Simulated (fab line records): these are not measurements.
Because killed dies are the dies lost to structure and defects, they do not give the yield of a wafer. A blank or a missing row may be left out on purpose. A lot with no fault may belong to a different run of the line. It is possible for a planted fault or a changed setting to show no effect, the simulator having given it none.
Split-lot study -- flow n5Finfet -- 21 wafers read across 7 lots, on a route 1938 steps long

## ABOUT THE SPLIT
At N5_BEOL_M11_COAT_05 (resist thk 90 nm), the setting spinRpm was moved away from the recipe's 1500 rpm on 8 of the 21 wafers read, by -8.5% to +6.5%. The other wafers ran this setting at the recipe's value.

## FROM THE SPLIT TO THE READING: what the file shows between them, 2 steps
- N5_BEOL_M11_EXPOSE_08: exposes mask M11 (also split here: doseMj)
- N5_BEOL_M11_PEB_09: peb time 60 s

## THE READING
CAR-ArF_of_BEOL_M11_COAT_05.thkNm (the simulator's own value, which no gauge read), in nm, at N5_BEOL_M11_DEVELOP_10 (develop time 30 s). There is no usual value for it anywhere in the file. Across the 13 wafers here that went through the recipe, the average is 88.5 nm and the standard deviation 0.29 nm.

wafer,"tool, chamber at the split","spinRpm as run, rpm",against the recipe,"CAR-ArF_of_BEOL_M11_COAT_05.thkNm, nm",against lot-mates on the recipe
L076.1,"lithoTrack-05, 0",1500,recipe,88,-
L076.4,"lithoTrack-05, 0",1500,recipe,88.2,-
L076.5,"lithoTrack-05, 0",1597,+6.5%,85.4,-2.7
L084.1,"lithoTrack-04, 0",1584,+5.6%,85.8,-2.8
L084.4,"lithoTrack-04, 0",1584,+5.6%,86,-2.6
L084.5,"lithoTrack-04, 0",1500,recipe,88.6,-
L085.1,"lithoTrack-03, 0",1500,recipe,88.4,-
L085.5,"lithoTrack-03, 0",1500,recipe,88.4,-
L085.3,"lithoTrack-03, 0",1500,recipe,88.8,-
L086.2,"lithoTrack-05, 0",1500,recipe,88.6,-
L086.4,"lithoTrack-05, 0",1500,recipe,88.4,-
L086.5,"lithoTrack-05, 0",1548,+3.2%,87,-1.5
L088.1,"lithoTrack-03, 0",1372,-8.5%,92.6,no lot-mate on the recipe
L088.6,"lithoTrack-03, 0",1372,-8.5%,92.6,no lot-mate on the recipe
L088.4,"lithoTrack-03, 0",1372,-8.5%,92.8,no lot-mate on the recipe
L089.2,"lithoTrack-04, 0",1500,recipe,88.8,-
L089.3,"lithoTrack-04, 0",1500,recipe,88.8,-
L089.6,"lithoTrack-04, 0",1500,recipe,88.8,-
L091.1,"lithoTrack-05, 0",1500,recipe,88,-
L091.4,"lithoTrack-05, 0",1390,-7.3%,91.4,+3.3
L091.6,"lithoTrack-05, 0",1500,recipe,88.2,-

THE FIT
A straight line over all 21 wafers: CAR-ArF_of_BEOL_M11_COAT_05.thkNm changes by -0.471 nm for each +1% of spinRpm; r = -0.99; the points scatter about the line by 0.28 nm.
The same after taking each lot's own level away (the mean of its wafers on the recipe; 18 wafers): -0.454 nm for each +1%; r = -1.00; scatter 0.14 nm.
That fit puts the effect of the largest move of spinRpm on the reading at 3.9 nm.
The lots' own levels span 88.10 to 88.80 nm, that is 2.4 times the standard deviation above.
So the lot-to-lot level changes the slope little: the two slopes agree.
Check: for one of the wafers moved furthest among these (-7.3%), held out of the fit, the line's prediction against its lot-mates is +3.34 nm. Against them it came out at +3.3 nm.

## THESE WAFERS: OTHER SPLITS
Before the reading, these wafers also passed through other splits. Each is held against what the fit with the lots' levels taken away leaves over:
other split on the same wafers,wafers away from the commonest value,r with CAR-ArF_of_BEOL_M11_COAT_05.thkNm (lot level and that fit taken away)
N5_BEOL_M10_VIA_ETCH_34 timeS,7,-0.18
N5_BEOL_M10_TRENCH_ETCH_37 biasW,11,-0.09
N5_BEOL_M11_EXPOSE_08 doseMj,6,-0.16

## THE WHOLE CHAIN: every reading that the file lists as answering this split, in the file's order
step,what it does,reading,change (the file's fit),r (the file's)
N5_BEOL_M11_COAT_05,resist thk 90 nm,"CAR-ArF_of_BEOL_M11_COAT_05.thkNm (the simulator's own value, which no gauge read)",-0.461 nm for each +1% of the setting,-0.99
N5_BEOL_M11_DEVELOP_10,develop time 30 s,"CAR-ArF_of_BEOL_M11_COAT_05.thkNm (the simulator's own value, which no gauge read)",-0.449 nm for each +1% of the setting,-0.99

## FILE'S OWN FIT
CAR-ArF_of_BEOL_M11_COAT_05.thkNm changes by -0.449 nm for each +1% of spinRpm, r = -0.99.
